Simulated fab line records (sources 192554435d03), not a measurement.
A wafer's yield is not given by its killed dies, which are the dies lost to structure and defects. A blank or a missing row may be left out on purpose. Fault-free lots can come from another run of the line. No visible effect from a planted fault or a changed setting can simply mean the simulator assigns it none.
fab line records    flow n5-finfet    part 1 of 2: steps 1 to 24 of 34
[record] lots = 5  wafers = 15  last-day = 17
route steps=1938 shown PMOS_HMC_CHANNEL_EPI@67 FIN_SAQP@90
lots with no fault: from the same line, run without faults
start-h: hours from the record's first day to the start of the lot's first wafer shown    wait-h: how many hours have passed since the lot's step before this one    " as in the row above    L1.1+2: a single row standing in for several wafers    - no value, or no start given    * or withheld: withheld    < > ~ a bound
route shown NAME@n: NAME is a module with steps in the file, n the number in the route of the first one    usual: the fault-free wafers' mean and standard deviation    same: alike in all rows    chamber/n: place in a boat    sites: the reading at each site    _std_site: their standard deviation    _edge_site: outer sites' mean less inner sites'    radius-mm: for every site, how far away it sits from the centre of the wafer    mask NAME#n: copy n    behind: the most recent tool/chamber to have shaped the wafer    hold: cause of the lot's hold/its duration in hours/its outcome    device: names the non-switching transistor (n, p or np)    end of line: at the end of the route, the tests of the same wafers    a step given without rows: its recipe and nothing more    killed: not the wafer's yield, but the dies lost to structure and defects at the first sort    map: per-die view of a wafer (x killed, . not killed, _ where there is no die)
set.NAME: the setting that was run; set.NAME@STEP: the one run at that earlier step    model.NAME: the simulator's own value behind a step, which no gauge read
certain route steps with their lots: each step a table, each wafer a row
services: the hour from which a tool's chamber was out of use, counted from the record's first day as start-h (under 0 if before that day), plus the number of hours and why
[[steps]]
[step N5_PMOS_HMC_CHANNEL_EPI_INSPECT_11]
[recipe] mode = adi  inspect-instrument = macro
[usual] raw-defect-count = 1.9/1.2
lot.wafer  tool               chamber  start-h  wait-h  raw-defect-count
L074.1     defect-inspect-02  -        17.34    0.0     4
L074.5     "                  -        "        "       1
L074.6     "                  -        "        "       1
L085.1     defect-inspect-02  -        83.47    0.0     1
L085.2     "                  -        "        "       3
L085.4     "                  -        "        "       2
L088.1     defect-inspect-02  -        101.12   0.0     3
L088.3     "                  -        "        "       0
L088.4     "                  -        "        "       2
L090.1     defect-inspect-01  -        113.88   0.0     2
L090.4     "                  -        "        "       4
L090.5     "                  -        "        "       2
L096.2     defect-inspect-02  -        149.78   0.0     4
L096.4     "                  -        "        "       0
L096.5     "                  -        "        "       2
[step N5_PMOS_HMC_CHANNEL_EPI_DESCUM_14]
[recipe] chemistry = O2  time-s = 7.9  source-power-w = 50  bias-power-w = 20  pressure-mtorr = 20  rf-frequency-hz = 2.712e+07  temp-c = 40  resist = CAR-ArF-block  o2-flow-sccm = 225
[usual] bias-power-w = 19.99/0.062  drypump-motor-current-A = 5.8/0.55  oes-product-au = 0.81/0.096  rf-vpp-V = 243.7/1.4  showerhead-plenum-p-Torr = 2.13/0.068  throttle-valve-pct = 20.36/0.22
lot.wafer  tool         chamber  start-h  wait-h  bias-power-w  drypump-motor-current-A  oes-product-au  rf-hours-counter-h  rf-vpp-V  showerhead-plenum-p-Torr  throttle-valve-pct
L074.1     rie-diel-03  2        17.37    0.0     20.05         6.4                      0.69            245                 240.4     1.97                      20.51
L074.5     "            2        "        "       19.97         6.4                      0.69            -                   240.9     1.97                      20.51
L074.6     "            3        "        "       20.03         5.7                      0.70            -                   243.2     2.16                      20.64
L085.1     rie-diel-03  1        83.51    0.0     19.93         6.6                      0.75            167                 244.4     2.17                      20.41
L085.2     "            0        "        "       19.93         5.7                      0.69            249                 242.5     2.07                      20.28
L085.4     "            1        "        "       19.96         6.6                      0.75            -                   244.5     2.17                      20.42
L088.1     rie-diel-03  2        101.15   0.0     19.98         6.4                      0.93            13                  245.5     2.22                      20.17
L088.3     "            0        "        "       20.01         5.6                      0.68            256                 241.7     2.06                      20.29
L088.4     "            2        "        "       19.93         6.4                      0.93            -                   245.7     2.22                      20.16
L090.1     rie-diel-01  0        113.91   0.0     20.01         5.8                      0.88            28                  245.4     2.23                      20.52
L090.4     "            3        "        "       19.86         5.5                      0.93            20                  244.9     2.14                      20.31
L090.5     "            3        "        "       19.92         5.5                      0.93            -                   244.1     2.14                      20.32
L096.2     rie-diel-02  3        149.82   0.0     20.01         4.9                      0.71            226                 244.0     2.15                      20.56
L096.4     "            2        "        "       20.00         5.1                      0.82            78                  242.5     2.03                      20.43
L096.5     "            0        "        "       19.95         6.1                      0.78            -                   245.9     2.18                      20.01
[step N5_PMOS_HMC_CHANNEL_EPI_ETCH_32]
[recipe] chemistry = N2/H2  target = BARC  stop-on = SiO2  target-depth-a = 858  over-etch-frac = 0.3  time-s = 50.3  ion-energy-ev = 200  mask-material = CAR-ArF-block  pressure-mtorr = 30  source-w = 840  bias-w = 150  n2-flow-sccm = 200  h2-flow-sccm = 200
[usual] drypump-motor-current-A = 5.8/0.54  oes-product-au = 0.69/0.079  rf-vpp-V = 525.0/2.6  showerhead-plenum-p-Torr = 2.59/0.084  throttle-valve-pct = 17.79/0.22
lot.wafer  tool         chamber  start-h  wait-h  drypump-motor-current-A  oes-product-au  rf-hours-counter-h  rf-vpp-V  showerhead-plenum-p-Torr  throttle-valve-pct
L074.1     rie-diel-03  2        17.41    0.0     6.4                      0.59            245                 520.4     2.41                      18.09
L074.5     "            2        "        "       6.4                      0.59            -                   521.2     2.41                      18.08
L074.6     "            3        "        "       5.7                      0.60            -                   526.7     2.61                      18.09
L085.1     rie-diel-03  1        83.54    0.0     6.6                      0.65            167                 527.2     2.64                      17.85
L085.2     "            0        "        "       5.7                      0.59            249                 521.3     2.51                      17.75
L085.4     "            1        "        "       6.6                      0.65            -                   526.9     2.64                      17.87
L088.1     rie-diel-03  2        101.19   0.0     6.4                      0.79            13                  529.2     2.73                      17.69
L088.3     "            0        "        "       5.7                      0.58            256                 522.5     2.50                      17.74
L088.4     "            2        "        "       6.4                      0.79            -                   529.2     2.73                      17.70
L090.1     rie-diel-01  0        113.95   0.0     5.8                      0.75            28                  528.1     2.70                      17.82
L090.4     "            3        "        "       5.5                      0.78            20                  524.1     2.59                      17.67
L090.5     "            3        "        "       5.5                      0.78            -                   526.7     2.59                      17.67
L096.2     rie-diel-02  3        149.85   0.0     4.9                      0.60            226                 524.7     2.61                      17.95
L096.4     "            2        "        "       5.1                      0.69            78                  521.6     2.47                      17.83
L096.5     "            0        "        "       6.1                      0.66            -                   526.7     2.66                      17.65
[step N5_PMOS_HMC_CHANNEL_EPI_HM_OPEN_15]
[recipe] chemistry = CHF3/O2  target = SiO2  mask-material = CAR-ArF-block  target-depth-a = 406  CHF3_flow_sccm = 50  O2_flow_sccm = 5  Ar_flow_sccm = 200  time-s = 20.3  pressure-mtorr = 30  source-w = 650  bias-w = 170  ion-energy-ev = 200
[usual] CHF3_flow_sccm = 49.99/0.14  drypump-motor-current-A = 5.8/0.54  oes-product-au = 0.81/0.096  rf-vpp-V = 526/4.2  showerhead-plenum-p-Torr = 2.45/0.075  throttle-valve-pct = 18.83/0.24
lot.wafer  tool         chamber  start-h  wait-h  CHF3_flow_sccm  drypump-motor-current-A  oes-product-au  rf-hours-counter-h  rf-vpp-V  showerhead-plenum-p-Torr  throttle-valve-pct
L074.1     rie-diel-03  2        17.45    0.0     50.01           6.4                      0.68            245                 513       2.28                      19.04
L074.5     "            2        "        "       50.05           6.4                      0.68            -                   512       2.28                      19.02
L074.6     "            3        "        "       50.22           5.8                      0.71            -                   527       2.47                      19.09
L085.1     rie-diel-03  1        83.59    0.0     50.16           6.6                      0.76            167                 526       2.50                      18.91
L085.2     "            0        "        "       49.86           5.7                      0.68            249                 530       2.38                      18.71
L085.4     "            1        "        "       50.18           6.6                      0.75            -                   527       2.50                      18.92
L088.1     rie-diel-03  2        101.23   0.0     50.07           6.4                      0.93            13                  520       2.56                      18.67
L088.3     "            0        "        "       50.07           5.7                      0.68            256                 529       2.37                      18.74
L088.4     "            2        "        "       50.01           6.4                      0.94            -                   520       2.56                      18.66
L090.1     rie-diel-01  0        113.99   0.0     50.17           5.8                      0.88            28                  526       2.56                      18.95
L090.4     "            3        "        "       49.88           5.5                      0.92            20                  536       2.46                      18.78
L090.5     "            3        "        "       50.02           5.5                      0.92            -                   534       2.46                      18.78
L096.2     rie-diel-02  3        149.89   0.0     49.86           4.9                      0.69            226                 527       2.48                      19.07
L096.4     "            2        "        "       50.12           5.1                      0.81            78                  520       2.35                      18.91
L096.5     "            0        "        "       49.94           6.1                      0.76            -                   525       2.50                      18.49
[step N5_PMOS_HMC_CHANNEL_EPI_STRIP_33]
[recipe] chemistry = N2/H2  power-w = 500  temp-c = 40  pressure-mtorr = 50  rf-frequency-hz = 6e+07  overash-fraction = 0.3  bias-power-w = 8  h2-frac = 0.5  n2-flow-sccm = 300  h2-flow-sccm = 300
[usual] bias-power-w = 7.996/0.024  drypump-motor-current-A = 5.8/0.54  oes-product-au = 0.81/0.099  rf-vpp-V = 54.3/1.6  showerhead-plenum-p-Torr = 3.42/0.11  throttle-valve-pct = 18.73/0.22
[same] overash-fraction = 0.3
lot.wafer  tool         chamber  start-h  wait-h  bias-power-w  drypump-motor-current-A  oes-product-au  rf-hours-counter-h  rf-vpp-V  showerhead-plenum-p-Torr  throttle-valve-pct
L074.1     rie-diel-03  2        17.51    0.0     8.040         6.4                      0.68            245                 54.0      3.19                      19.03
L074.5     "            2        "        "       7.992         6.4                      0.68            -                   53.6      3.19                      19.07
L074.6     "            3        "        "       7.962         5.8                      0.70            -                   55.3      3.45                      19.15
L085.1     rie-diel-03  1        83.64    0.0     8.022         6.6                      0.76            167                 56.9      3.48                      18.75
L085.2     "            0        "        "       7.975         5.6                      0.68            249                 53.2      3.31                      18.67
L085.4     "            1        "        "       7.995         6.6                      0.76            -                   52.3      3.48                      18.74
L088.1     rie-diel-03  2        101.29   0.0     8.004         6.4                      0.94            13                  54.5      3.59                      18.66
L088.3     "            0        "        "       7.984         5.7                      0.68            256                 52.9      3.31                      18.67
L088.4     "            2        "        "       8.009         6.4                      0.93            -                   57.0      3.59                      18.65
L090.1     rie-diel-01  0        114.04   0.0     8.033         5.8                      0.89            28                  53.9      3.55                      18.75
L090.4     "            3        "        "       7.996         5.6                      0.92            20                  55.4      3.42                      18.64
L090.5     "            3        "        "       7.987         5.5                      0.92            -                   52.9      3.42                      18.63
L096.2     rie-diel-02  3        149.95   0.0     7.997         4.9                      0.70            226                 57.4      3.45                      18.73
L096.4     "            2        "        "       7.972         5.1                      0.82            78                  55.0      3.26                      18.75
L096.5     "            0        "        "       8.021         6.1                      0.77            -                   53.8      3.51                      18.93
[step N5_PMOS_HMC_CHANNEL_EPI_STRIP_17]
[recipe] chemistry = SPM  time-s = 750  temp-c = 130  h2so4-h2o2-vol-ratio = 4  dry = ipa-marangoni
lot.wafer   tool          chamber  start-h  wait-h
L074.1+5+6  wet-bench-01  0,1,7    17.57    -
L085.1+2+4  wet-bench-01  3,2,5    83.71    -
L088.1+3+4  wet-bench-04  1,5,6    101.35   -
L090.1+4+5  wet-bench-01  5,4,6    114.11   -
L096.2+4+5  wet-bench-01  6,1,2    150.02   -
[step N5_PMOS_HMC_CHANNEL_EPI_ETCH_38]
[recipe] chemistry = CF4  target = SiO2  target-depth-a = 15  ion-energy-ev = 350  pressure-mtorr = 10  icp-w = 800  bias-w = 400  cf4-flow-sccm = 80
[usual] drypump-motor-current-A = 5.6/0.57  oes-product-au = 1.006/0.019  throttle-valve-pct = 21.73/0.15
lot.wafer  tool       chamber  start-h  wait-h  drypump-motor-current-A  oes-product-au  rf-hours-counter-h  throttle-valve-pct
L074.1     rie-si-04  2        17.81    0.0     5.7                      1.008           57                  21.81
L074.5     "          2        "        "       5.7                      1.006           -                   21.80
L074.6     "          1        "        "       6.2                      1.020           -                   21.68
L085.1     rie-si-04  0        83.94    0.0     5.5                      1.029           27                  21.65
L085.2     "          1        "        "       6.2                      1.019           56                  21.67
L085.4     "          3        "        "       4.7                      0.994           149                 21.86
L088.1     rie-si-01  2        101.59   0.0     5.3                      1.021           7                   21.81
L088.3     "          0        "        "       6.4                      0.998           136                 21.39
L088.4     "          3        "        "       5.6                      1.037           119                 21.60
L090.1     rie-si-04  1        114.35   0.0     6.2                      1.022           56                  21.69
L090.4     "          3        "        "       4.7                      1.010           150                 21.87
L090.5     "          0        "        "       5.5                      1.006           -                   21.67
L096.2     rie-si-02  1        150.25   0.0     4.9                      1.003           5                   21.83
L096.4     "          0        "        "       6.2                      0.985           170                 21.90
L096.5     "          0        "        "       6.2                      0.997           -                   21.88
[step N5_PMOS_HMC_CHANNEL_EPI_FIN_RECESS_16]
[recipe] chemistry = HBr/Cl2  target = Si  mask-material = SiO2  target-depth-a = 540  time-s = 18  pressure-mtorr = 10  icp-w = 800  bias-w = 75  HBr_flow_sccm = 150  Cl2_flow_sccm = 80
[usual] drypump-motor-current-A = 5.7/0.57  oes-product-au = 1.007/0.018  throttle-valve-pct = 35.40/0.19
lot.wafer  tool       chamber  start-h  wait-h  drypump-motor-current-A  oes-product-au  rf-hours-counter-h  throttle-valve-pct
L074.1     rie-si-04  2        17.83    0.0     5.7                      1.002           57                  35.57
L074.5     "          2        "        "       5.7                      1.000           -                   35.57
L074.6     "          1        "        "       6.2                      1.009           -                   35.39
L085.1     rie-si-04  0        83.96    0.0     5.5                      1.026           27                  35.22
L085.2     "          1        "        "       6.2                      1.032           56                  35.36
L085.4     "          3        "        "       4.8                      1.007           149                 35.53
L088.1     rie-si-01  2        101.61   0.0     5.3                      1.005           7                   35.47
L088.3     "          0        "        "       6.4                      0.990           136                 34.92
L088.4     "          3        "        "       5.6                      1.032           119                 35.31
L090.1     rie-si-04  1        114.37   0.0     6.3                      1.032           56                  35.36
L090.4     "          3        "        "       4.7                      1.015           150                 35.50
L090.5     "          0        "        "       5.5                      1.029           -                   35.24
L096.2     rie-si-02  1        150.27   0.0     4.9                      1.005           5                   35.58
L096.4     "          0        "        "       6.2                      0.999           170                 35.51
L096.5     "          0        "        "       6.2                      0.997           -                   35.52
[step N5_PMOS_HMC_CHANNEL_EPI_PRECLEAN_36]
[recipe] chemistry = O3/DIW  time-s = 45  temp-c = 22  o3-ppm = 10
lot.wafer   tool          chamber  start-h  wait-h
L074.1+5+6  wet-bench-04  6,3,7    17.93    0.1
L085.1+2+4  wet-bench-04  0,2,1    84.06    0.1
L088.1+3+4  wet-bench-04  0,7,2    101.71   0.1
L090.1+4+5  wet-bench-02  3,5,2    114.47   0.1
L096.2+4+5  wet-bench-02  1,4,3    150.37   0.1
[step N5_PMOS_HMC_CHANNEL_EPI_PRECLEAN_18]
[recipe] chemistry = DHF  time-s = 30  temp-c = 25  dilution = withheld
lot.wafer   tool          chamber  start-h  wait-h
L074.1+5+6  wet-bench-04  6,3,7    17.94    0.0
L085.1+2+4  wet-bench-04  0,2,1    84.08    0.0
L088.1+3+4  wet-bench-04  0,7,2    101.72   0.0
L090.1+4+5  wet-bench-02  3,5,2    114.48   0.0
L096.2+4+5  wet-bench-02  1,4,3    150.39   0.0
[step N5_PMOS_HMC_CHANNEL_EPI_SRD_19]
[recipe] dry = ipa-marangoni  do-ppb = 5  time-s = 30  temp-c = 23  rinse-liquid = diw
lot.wafer   tool          chamber  start-h  wait-h
L074.1+5+6  wet-bench-04  6,3,7    17.95    0.0
L085.1+2+4  wet-bench-04  0,2,1    84.09    0.0
L088.1+3+4  wet-bench-04  0,7,2    101.73   0.0
L090.1+4+5  wet-bench-02  3,5,2    114.49   0.0
L096.2+4+5  wet-bench-02  1,4,3    150.39   0.0
[step N5_PMOS_HMC_CHANNEL_EPI_EPI_20]
[recipe] material = SiGe30  mask-material = SiO2  pressure-torr = 20  target-thk-a = 590  temp-c = 600
lot.wafer   tool          chamber  start-h  wait-h
L074.1+5+6  epi-rpcvd-02  0        18.00    0.0
L085.1+2+4  epi-rpcvd-01  0        84.14    0.0
L088.1+3+4  epi-rpcvd-02  0        101.78   0.0
L090.1+4+5  epi-rpcvd-02  0        114.54   0.0
L096.2+4+5  epi-rpcvd-02  0        150.65   0.2
[step N5_PMOS_HMC_CHANNEL_EPI_HM_STRIP_35]
[recipe] chemistry = dHF  temp-c = 25  material = SiO2  target = SiO2  target-depth-a = 396  time-s = 216
lot.wafer   tool          chamber  start-h  wait-h
L074.1+5+6  wet-bench-02  7,3,0    19.63    1.4
L085.1+2+4  wet-bench-01  1,3,0    85.37    1.0
L088.1+3+4  wet-bench-04  5,1,7    103.01   1.0
L090.1+4+5  wet-bench-02  2,6,1    116.17   1.4
L096.2+4+5  wet-bench-01  6,1,0    151.68   0.8
[step N5_PMOS_HMC_CHANNEL_EPI_SRD_39]
[recipe] dry = ipa-marangoni  time-s = 30  temp-c = 23  rinse-liquid = diw
lot.wafer   tool          chamber  start-h  wait-h
L074.1+5+6  wet-bench-02  7,3,0    19.70    0.0
L085.1+2+4  wet-bench-01  1,3,0    85.43    0.0
L088.1+3+4  wet-bench-04  5,1,7    103.07   0.0
L090.1+4+5  wet-bench-02  2,6,1    116.24   0.0
L096.2+4+5  wet-bench-01  6,1,0    151.74   0.0
[step N5_PMOS_HMC_CHANNEL_EPI_CMP_21]
[recipe] material = SiGe30  post-cmp-clean = alkaline-brush  target-thk-nm = 54
[usual] motor-current-A = 12.7/1.2
lot.wafer  tool    chamber  start-h  wait-h  motor-current-A
L074.1     cmp-02  0        19.81    0.1     10.1
L074.6     "       2        "        "       12.3
L074.5     "       3        "        "       11.0
L085.1     cmp-02  2        85.51    0.1     11.4
L085.2     "       3        "        "       11.5
L085.4     "       0        "        "       10.8
L088.3     cmp-03  0        103.12   0.0     12.2
L088.1     "       2        "        "       13.1
L088.4     "       3        "        "       12.9
L090.1     cmp-03  3        116.32   0.1     13.3
L090.4     "       0        "        "       12.0
L090.5     "       3        "        "       12.6
L096.4     cmp-02  1        151.86   0.1     14.4
L096.2     "       2        "        "       12.0
L096.5     "       0        "        "       10.3
[step N5_PMOS_HMC_CHANNEL_EPI_THK_MEAS_22]
[recipe] reads = SiGe30_of_PMOS_HMC_CHANNEL_EPI_EPI_20
[usual] HMC_CMP_THK = 53.9/0.62
lot.wafer  tool           chamber  start-h  wait-h  HMC_CMP_THK[nm]
L074.1     film-metro-01  -        20.03    -       53.6
L074.5     "              -        "        "       53.9
L074.6     "              -        "        "       53.5
L085.1     film-metro-01  -        85.77    -       53.9
L085.2     "              -        "        "       55.4
L085.4     "              -        "        "       54.8
L088.1     film-metro-02  -        103.41   -       53.8
L088.3     "              -        "        "       54.3
L088.4     "              -        "        "       54.2
L090.1     film-metro-01  -        116.58   -       54.9
L090.4     "              -        "        "       54.5
L090.5     "              -        "        "       53.2
L096.2     film-metro-02  -        152.11   -       54.1
L096.4     "              -        "        "       53.5
L096.5     "              -        "        "       54.1
[step N5_PMOS_HMC_CHANNEL_EPI_PRECLEAN_40]
[recipe] chemistry = DHF  time-s = 30  temp-c = 25  dilution = withheld
lot.wafer   tool          chamber  start-h  wait-h
L074.1+5+6  wet-bench-02  1,5,3    20.06    0.0
L085.1+2+4  wet-bench-02  4,6,2    85.80    0.0
L088.1+3+4  wet-bench-01  5,6,1    103.44   0.0
L090.1+4+5  wet-bench-04  5,7,3    116.61   0.0
L096.2+4+5  wet-bench-01  4,5,0    152.14   0.0
[step N5_PMOS_HMC_CHANNEL_EPI_PRECLEAN_37]
[recipe] chemistry = O3/DIW  time-s = 45  temp-c = 22  o3-ppm = 10
lot.wafer   tool          chamber  start-h  wait-h
L074.1+5+6  wet-bench-02  1,5,3    20.07    0.0
L085.1+2+4  wet-bench-02  4,6,2    85.81    0.0
L088.1+3+4  wet-bench-01  5,6,1    103.45   0.0
L090.1+4+5  wet-bench-04  5,7,3    116.62   0.0
L096.2+4+5  wet-bench-01  4,5,0    152.15   0.0
[step N5_PMOS_HMC_CHANNEL_EPI_PRECLEAN_24]
[recipe] chemistry = DHF  time-s = 30  temp-c = 25  dilution = withheld
lot.wafer   tool          chamber  start-h  wait-h
L074.1+5+6  wet-bench-02  1,5,3    20.08    0.0
L085.1+2+4  wet-bench-02  4,6,2    85.82    0.0
L088.1+3+4  wet-bench-01  5,6,1    103.46   0.0
L090.1+4+5  wet-bench-04  5,7,3    116.63   0.0
L096.2+4+5  wet-bench-01  4,5,0    152.16   0.0
[step N5_PMOS_HMC_CHANNEL_EPI_SRD_25]
[recipe] dry = ipa-marangoni  do-ppb = 5  time-s = 30  temp-c = 23  rinse-liquid = diw
lot.wafer   tool          chamber  start-h  wait-h
L074.1+5+6  wet-bench-02  1,5,3    20.09    0.0
L085.1+2+4  wet-bench-02  4,6,2    85.83    0.0
L088.1+3+4  wet-bench-01  5,6,1    103.47   0.0
L090.1+4+5  wet-bench-04  5,7,3    116.64   0.0
L096.2+4+5  wet-bench-01  4,5,0    152.17   0.0
[step N5_PMOS_HMC_CHANNEL_EPI_EPI_26]
[recipe] material = Si  target-thk-a = 38  temp-c = 650  precursor = SiH4/H2  pressure-torr = 20  time-s = 22.7
[usual] throttle-valve-pct = 11.3/0.39
lot.wafer  tool          chamber  start-h  wait-h  throttle-valve-pct
L074.1     epi-rpcvd-01  0        20.14    0.0     10.8
L074.5     "             0        "        "       10.9
L074.6     "             0        "        "       11.1
L085.1     epi-rpcvd-02  0        85.88    0.0     11.9
L085.2     "             0        "        "       11.8
L085.4     "             0        "        "       11.9
L088.1     epi-rpcvd-01  0        103.52   0.0     11.0
L088.3     "             0        "        "       10.9
L088.4     "             0        "        "       11.0
L090.1     epi-rpcvd-01  0        116.69   0.0     10.9
L090.4     "             0        "        "       10.7
L090.5     "             0        "        "       11.0
L096.2     epi-rpcvd-04  0        152.27   0.1     11.5
L096.4     "             0        "        "       11.4
L096.5     "             0        "        "       11.3
[step N5_PMOS_HMC_CHANNEL_EPI_INSPECT_30]
[recipe] inspect-instrument = darkfield  mode = post-epi
[usual] raw-defect-count = 20/6.2
lot.wafer  tool               chamber  start-h  wait-h  raw-defect-count
L074.1     defect-inspect-01  -        20.51    0.0     16
L074.5     "                  -        "        "       25
L074.6     "                  -        "        "       17
L085.1     defect-inspect-02  -        86.25    0.0     15
L085.2     "                  -        "        "       18
L085.4     "                  -        "        "       23
L088.1     defect-inspect-02  -        103.89   0.0     8
L088.3     "                  -        "        "       24
L088.4     "                  -        "        "       8
L090.1     defect-inspect-01  -        117.06   0.0     13
L090.4     "                  -        "        "       22
L090.5     "                  -        "        "       17
L096.2     defect-inspect-01  -        152.59   0.0     32
L096.4     "                  -        "        "       27
L096.5     "                  -        "        "       31
[step N5_FIN_SAQP_PRECLEAN_42]
[recipe] chemistry = O3/DIW  time-s = 60  temp-c = 22  o3-ppm = 10
lot.wafer   tool          chamber  start-h  wait-h
L074.1+5+6  wet-bench-03  1,2,7    20.54    0.0
L085.1+2+4  wet-bench-06  6,7,2    86.28    0.0
L088.1+3+4  wet-bench-03  6,0,5    103.92   0.0
L090.1+4+5  wet-bench-05  6,3,1    117.09   0.0
L096.2+4+5  wet-bench-03  3,2,4    152.65   0.1
[step N5_FIN_SAQP_PRECLEAN_00]
[recipe] chemistry = SC1  time-s = 60  temp-c = 55  mix = 1:2:50
lot.wafer   tool          chamber  start-h  wait-h
L074.1+5+6  wet-bench-03  1,2,7    20.56    0.0
L085.1+2+4  wet-bench-06  6,7,2    86.30    0.0
L088.1+3+4  wet-bench-03  6,0,5    103.94   0.0
L090.1+4+5  wet-bench-05  6,3,1    117.11   0.0
L096.2+4+5  wet-bench-03  3,2,4    152.67   0.0
